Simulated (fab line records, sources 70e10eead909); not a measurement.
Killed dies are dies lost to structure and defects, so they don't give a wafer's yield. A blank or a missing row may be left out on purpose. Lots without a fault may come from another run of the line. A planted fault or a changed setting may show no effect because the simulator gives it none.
A struck lot beside a sound one | flow nand_harc | 15 steps out of a route of 1159
Sound: wafers L358.1, L358.4, L358.5. Struck: wafers L361.1, L361.3, L361.5. The cause comes at the end.
At each step with rows: each side's tool, then ch and its chambers, then its first start. Under that, the readings that differ: sound wafers | struck wafers | difference of the means | sigmas: that difference in standard deviations of wafers without a fault.
alike: readings whose means differ by less than 2 such deviations, and words and numbers that are the same on both sides. not compared: withheld readings, readings that some wafer has no value for, bounds like >300 that may hide the same value, and numbers for which the record gives no deviation and whose values overlap.
The two part at a step that has a row with sigmas, a row that says differs or no value, or rows on one side only. Numbers that don't overlap but have no deviation are shown without sigmas and don't part them. A reading that every wafer of one side lacks parts them only if that side has two wafers or more.

NHARC_P_M2_ETCH_35: etches the open film in N2/H2, target depth 40 nm, overetch 12 nm, time 43.94 s.
  sound on rie_diel-07 ch 2,3, day 7 10:35; struck on rie_diel-07 ch 0,1, day 8 12:07
  alike: chamber_pressure_mTorr, drypump_motor_current_A, n2_flow_sccm, oes_product_au, rf_vpp_V, showerhead_plenum_p_Torr, throttle_valve_pct
  not compared: rf_hours_counter_h
NHARC_P_M2_ETCH_15: etches the open film in C4F8/Ar, target depth 182.5 nm, time 91.2 s.
  sound on rie_diel-07 ch 1,2; struck on rie_diel-07 ch 0,3
  alike: chamber_pressure_mTorr, oes_product_au, rf_vpp_V
  not compared: rf_hours_counter_h
NHARC_P_M2_CD_MEAS_16:
  sound on cd_sem-03, day 7 10:49; struck on cd_sem-03, day 8 12:20
  alike: cd_nm
then, 1 step without rows for these wafers: NHARC_P_M2_STRIP_18 (strips in N2/H2).
NHARC_P_M2_ETCH_28: etches the open film in CF4/N2, target depth 30 nm, time 72.99 s.
  sound on rie_diel-07 ch 1,2,3; struck on rie_diel-07 ch 0,1,3
  alike: chamber_pressure_mTorr, drypump_motor_current_A, n2_flow_sccm, oes_product_au, rf_vpp_V, showerhead_plenum_p_Torr, throttle_valve_pct
  not compared: rf_hours_counter_h
then, 2 steps without rows for these wafers: NHARC_P_M2_STRIP_19 (strips in post etch residue remover, time 600 s); NHARC_P_M2_DEGAS_29 (time 60 s).
NHARC_P_M2_PRE_CLEAN_30: time 30 s.
  sound on pvd_sputter-03; struck on pvd_sputter-01
  alike: heater_power_w
then, 1 step without rows for these wafers: NHARC_P_M2_PVD_20 (deposits TaN, target thk 5 nm, time 8.06 s).
NHARC_P_M2_PVD_21: deposits Cu, target thk 30 nm, time 20.49 s.
  sound on pvd_sputter-03; struck on pvd_sputter-01
  alike: throttle_valve_pct
then, 2 steps without rows for these wafers: NHARC_P_M2_ECD_22 (material Cu, target thk 400 nm); NHARC_P_M2_ANNEAL_31 (time 90 s).
NHARC_P_M2_CMP_23: polishes, t overpolish 20 s, target thk 144.3 nm.
  sound on cmp-04 ch 0,1,3, day 7 12:40; struck on cmp-04 ch 0,1,2, day 8 14:30
  no value came back on the struck wafers for edge_zone_pressure_frac, motor_current_A (A), time_to_endpoint_s (s); on the sound wafers edge_zone_pressure_frac reads 1.000 0.991 1.003
NHARC_P_M2_THK_MEAS_24: measures by xrf.
  sound on film_metro-02, day 7 12:58; struck on film_metro-01, day 8 14:56
  reading     | sound             | struck            | difference | sigmas
  thk_nm (nm) | 143.1 144.8 145.3 | 402.6 400.8 397.1 | +255.8     | +99 or more
  not compared: hold
then, 1 step without rows for these wafers: NHARC_END_SORT_01.

WHERE THEY PART
First at NHARC_P_M2_CMP_23; last, within this record, at NHARC_P_M2_THK_MEAS_24.

WHY: what the simulator had put in
Skipped step whole: cmp-04, from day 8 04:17 on, at NHARC_P_M2_CMP_23. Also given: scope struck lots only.
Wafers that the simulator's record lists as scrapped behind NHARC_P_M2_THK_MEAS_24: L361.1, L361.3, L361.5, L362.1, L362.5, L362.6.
